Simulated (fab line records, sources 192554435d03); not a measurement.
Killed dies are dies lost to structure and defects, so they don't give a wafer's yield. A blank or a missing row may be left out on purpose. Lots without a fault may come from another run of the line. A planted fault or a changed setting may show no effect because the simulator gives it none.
Problem report in the 8D (eight disciplines) form, filled by code | flow n5_finfet | the parts of the form that need people (team, actions taken, sign-off) are left out

1. THE PROBLEM
bias_w at N5_BEOL_M6_ETCH_61 reads a mean of 37.50 W on 6 wafers of 2 lots; wafers without a fault read 35.98 W with a standard deviation of 0.1. That is +15 standard deviations from the usual mean.
The step: etches SiARC in CF4, target depth 45.5 nm, time 75.8 s.
First seen on wafer L656.3, day 13 03:14, on rie_diel-05. The record holds 34 wafers of 12 lots with a number at this step. Rule for "out", or "out of limits": more than 4 standard deviations from the usual mean. The other wafers with a number count as sound.

2. WHAT IT IS AND WHAT IT IS NOT
question                    | is                     | is not
which readings at this step | bias_w                 | drypump_motor_current_A, oes_product_au, showerhead_plenum_p_Torr, throttle_valve_pct
which lots                  | L656, L657             | L640, L641, L647, L648, L651, L652, L653, L658, L660, L661
which wafers of those lots  | all that have a number | -
read on which tools         | rie_diel-05            | rie_diel-02, rie_diel-06
when                        | from day 13 03:14      | up to then (20 sound wafers); but 8 sound wafers of L658, L660, L661 came after

3. SUSPECTS, AND WHAT RULES EACH OUT
Counting: a tool at a process step up to the reading stays a suspect if it ran every lot that is out and no sound lot after the first of them.
- cvd_co-01 at N5_BEOL_M5_CO_CAP_78 (material Co, precursor CCTBA/H2, target thk 2 nm, time 102.1 s): ruled out as a lasting fault. Sound lots L660 ran on it after its first lot that is out, L656 (day 12 22:54).
- rie_diel-05 at N5_BEOL_M6_ETCH_61 (etches SiARC in CF4, target depth 45.5 nm, time 75.8 s): kept. It ran every lot that is out, first L656 (day 13 03:14), and no sound lot after that; its last sound lot up to then is L652 (day 12 09:37). Its own readings are out on those wafers: bias_w.
Left after counting: rie_diel-05 at N5_BEOL_M6_ETCH_61.

4. THE CAUSE (what the simulator had put in)
Process parameter drift: rie_diel-05, from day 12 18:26 on, at N5_BEOL_M6_ETCH_61. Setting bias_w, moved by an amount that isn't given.
Counting left only this tool.

5. THE CHAIN OF EFFECTS, in route order
Each row: a reading whose mean over the struck wafers that have a number lies more than 3 standard deviations from the usual. Only readings for which the record gives a usual standard deviation are gone through. hours: the time from each lot's start at the first step in this table that gives one to its start at this step, as a median over the lots. sigmas: the change in usual standard deviations.
hours | step               | reading  | usual   | on struck wafers | change | sigmas
0     | N5_BEOL_M6_ETCH_61 | bias_w   | 35.98 W | 37.50            | +1.52  | +15
0     | N5_BEOL_M6_ETCH_61 | rf_vpp_V | 184.4 V | 189.7            | +5.3   | +4.4
The process steps in it:
- N5_BEOL_M6_ETCH_61: etches SiARC in CF4, target depth 45.5 nm, time 75.8 s.

6. WHAT WOULD HAVE CAUGHT IT SOONER
In this record the first reading out of limits was taken at day 13 03:14, 9 hours after the fault began at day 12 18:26.
